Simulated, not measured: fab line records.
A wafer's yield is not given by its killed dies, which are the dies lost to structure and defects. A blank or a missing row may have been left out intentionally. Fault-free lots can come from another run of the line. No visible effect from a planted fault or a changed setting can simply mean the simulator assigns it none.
Matching of chambers / flow n5_finfet / N5_BEOL_M3_STRIP_36 on rie_diel-06: 3 sister chambers
The step strips in N2/H2. 14 wafers are shown with their chamber, then 7 later ones without.

WAFERS, EACH WITH ITS CHAMBER
wafer=L078.1; chamber=3; showerhead_plenum_p_Torr (Torr)=2.58; drypump_motor_current_A (A)=5.2; throttle_valve_pct (%)=24.05
wafer=L078.3; chamber=2; showerhead_plenum_p_Torr (Torr)=2.43; drypump_motor_current_A (A)=6.5; throttle_valve_pct (%)=23.81
wafer=L078.4; chamber=0; showerhead_plenum_p_Torr (Torr)=2.61; drypump_motor_current_A (A)=6.4; throttle_valve_pct (%)=24.10
wafer=L080.1; chamber=3; showerhead_plenum_p_Torr (Torr)=2.57; drypump_motor_current_A (A)=5.3; throttle_valve_pct (%)=24.07
wafer=L080.2; chamber=2; showerhead_plenum_p_Torr (Torr)=2.43; drypump_motor_current_A (A)=6.4; throttle_valve_pct (%)=23.82
wafer=L080.5; chamber=2; showerhead_plenum_p_Torr (Torr)=2.43; drypump_motor_current_A (A)=6.4; throttle_valve_pct (%)=23.80
wafer=L083.1; chamber=3; showerhead_plenum_p_Torr (Torr)=2.57; drypump_motor_current_A (A)=5.2; throttle_valve_pct (%)=24.06
wafer=L083.5; chamber=3; showerhead_plenum_p_Torr (Torr)=2.57; drypump_motor_current_A (A)=5.2; throttle_valve_pct (%)=24.07
wafer=L083.6; chamber=0; showerhead_plenum_p_Torr (Torr)=2.61; drypump_motor_current_A (A)=6.4; throttle_valve_pct (%)=24.09
wafer=L085.3; chamber=2; showerhead_plenum_p_Torr (Torr)=2.43; drypump_motor_current_A (A)=6.5; throttle_valve_pct (%)=23.81
wafer=L085.4; chamber=3; showerhead_plenum_p_Torr (Torr)=2.57; drypump_motor_current_A (A)=5.2; throttle_valve_pct (%)=24.07
wafer=L085.6; chamber=2; showerhead_plenum_p_Torr (Torr)=2.43; drypump_motor_current_A (A)=6.4; throttle_valve_pct (%)=23.84
wafer=L087.3; chamber=3; showerhead_plenum_p_Torr (Torr)=2.57; drypump_motor_current_A (A)=5.2; throttle_valve_pct (%)=24.09
wafer=L087.4; chamber=2; showerhead_plenum_p_Torr (Torr)=2.42; drypump_motor_current_A (A)=6.4; throttle_valve_pct (%)=23.82

SIGNATURES (averages over the wafers above)
reading=showerhead_plenum_p_Torr; chamber 0=2.6100; chamber 2=2.4283; chamber 3=2.5717; scatter within a chamber=0.00389
reading=drypump_motor_current_A; chamber 0=6.400; chamber 2=6.433; chamber 3=5.217; scatter within a chamber=0.0444
reading=throttle_valve_pct; chamber 0=24.0950; chamber 2=23.8167; chamber 3=24.0683; scatter within a chamber=0.013
Rule: distance of a wafer from a chamber = root of the sum over the readings of ((wafer's reading minus chamber's mean) / reading's scatter) squared. If the next closest chamber is less than 2 further off than the closest, the wafer can't be placed; otherwise it belongs to the closest. The scatter: take each reading less its chamber's mean, square it, sum over the shown wafers, divide by the number of wafers less the number of chambers, and take the root.

WAFERS MISSING THEIR CHAMBER
wafer=L087.6; showerhead_plenum_p_Torr (Torr)=2.60; drypump_motor_current_A (A)=6.5; throttle_valve_pct (%)=24.09
wafer=L090.2; showerhead_plenum_p_Torr (Torr)=2.42; drypump_motor_current_A (A)=6.4; throttle_valve_pct (%)=23.84
wafer=L090.4; showerhead_plenum_p_Torr (Torr)=2.56; drypump_motor_current_A (A)=5.2; throttle_valve_pct (%)=24.08
wafer=L090.5; showerhead_plenum_p_Torr (Torr)=2.42; drypump_motor_current_A (A)=6.4; throttle_valve_pct (%)=23.84
wafer=L093.3; showerhead_plenum_p_Torr (Torr)=2.60; drypump_motor_current_A (A)=6.4; throttle_valve_pct (%)=23.83
wafer=L093.5; showerhead_plenum_p_Torr (Torr)=2.42; drypump_motor_current_A (A)=6.4; throttle_valve_pct (%)=23.87
wafer=L093.6; showerhead_plenum_p_Torr (Torr)=2.56; drypump_motor_current_A (A)=5.2; throttle_valve_pct (%)=24.09

WHICH CHAMBER EACH WENT THROUGH
wafer=L087.6; from the rows above=0; in truth=0
wafer=L090.2; from the rows above=2; in truth=2
wafer=L090.4; from the rows above=3; in truth=3
wafer=L090.5; from the rows above=2; in truth=2
wafer=L093.3; from the rows above=0; in truth=0
wafer=L093.5; from the rows above=2; in truth=2
wafer=L093.6; from the rows above=3; in truth=3
Correctly placed: 7 of 7. Left unplaced by these rows: 0. Number placed wrongly: 0.
